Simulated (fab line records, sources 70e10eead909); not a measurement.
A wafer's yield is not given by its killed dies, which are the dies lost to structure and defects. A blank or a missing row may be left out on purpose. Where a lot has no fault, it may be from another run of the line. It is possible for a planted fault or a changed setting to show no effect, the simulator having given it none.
Chamber matching | flow nand_harc | 4 sister chambers for NHARC_A_CHANNEL_FILL_D1_ETCHBACK_20 on rie_diel-07
The step etches the open film in C4F8/O2/Ar, target depth 27 nm, time 13.5 s. 8 wafers are shown with their chamber, then 9 later ones without.

## WAFERS WITH THEIR CHAMBER
wafer  | chamber | rf_vpp_V (V) | oes_product_au (a.u.)
L080.3 | 2       | 985          | 1.02
L083.5 | 2       | 985          | 0.99
L087.4 | 3       | 979          | 1.00
L087.5 | 1       | 974          | 0.99
L087.6 | 0       | 980          | 1.00
L089.1 | 3       | 980          | 1.00
L089.3 | 1       | 974          | 1.00
L089.6 | 0       | 979          | 1.00

## WAFERS WHOSE CHAMBER IS MISSING
wafer  | rf_vpp_V (V) | oes_product_au (a.u.)
L090.2 | 975          | 0.93
L090.4 | 980          | 0.92
L090.5 | 984          | 0.93
L094.1 | 979          | 0.93
L094.4 | 979          | 0.92
L094.6 | 983          | 0.94
L097.1 | 979          | 0.93
L097.2 | 983          | 0.95
L097.6 | 979          | 1.00

## CHAMBER TAKEN BY EACH
wafer  | from the rows above          | in truth
L090.2 | 1                            | 1
L090.4 | can't be placed: 0 or 3      | 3
L090.5 | 2                            | 2
L094.1 | can't be placed: 0 or 3      | 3
L094.4 | can't be placed: 0 or 3      | 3
L094.6 | can't be placed: 2 or 0 or 3 | 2
L097.1 | can't be placed: 0 or 3      | 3
L097.2 | can't be placed: 2 or 0 or 3 | 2
L097.6 | can't be placed: 0 or 3      | 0
Correctly placed: 2 of 9. Can't be placed from these rows: 7 (the true chamber is among the candidates in 7). Wrongly placed: 0.
How it was worked out, from the rows above alone: a wafer's distance from a chamber is the root of the sum, over the readings, of the square of ((its reading less the chamber's mean) divided by the reading's scatter). If the next closest chamber is less than 2 further off than the closest, the wafer can't be placed; otherwise it belongs to the closest. For every chamber, the mean is computed from those of its wafers that are shown. The scatter: the root of (the sum of the squares of (reading less its chamber's mean) over the shown wafers, divided by (wafers less chambers)).
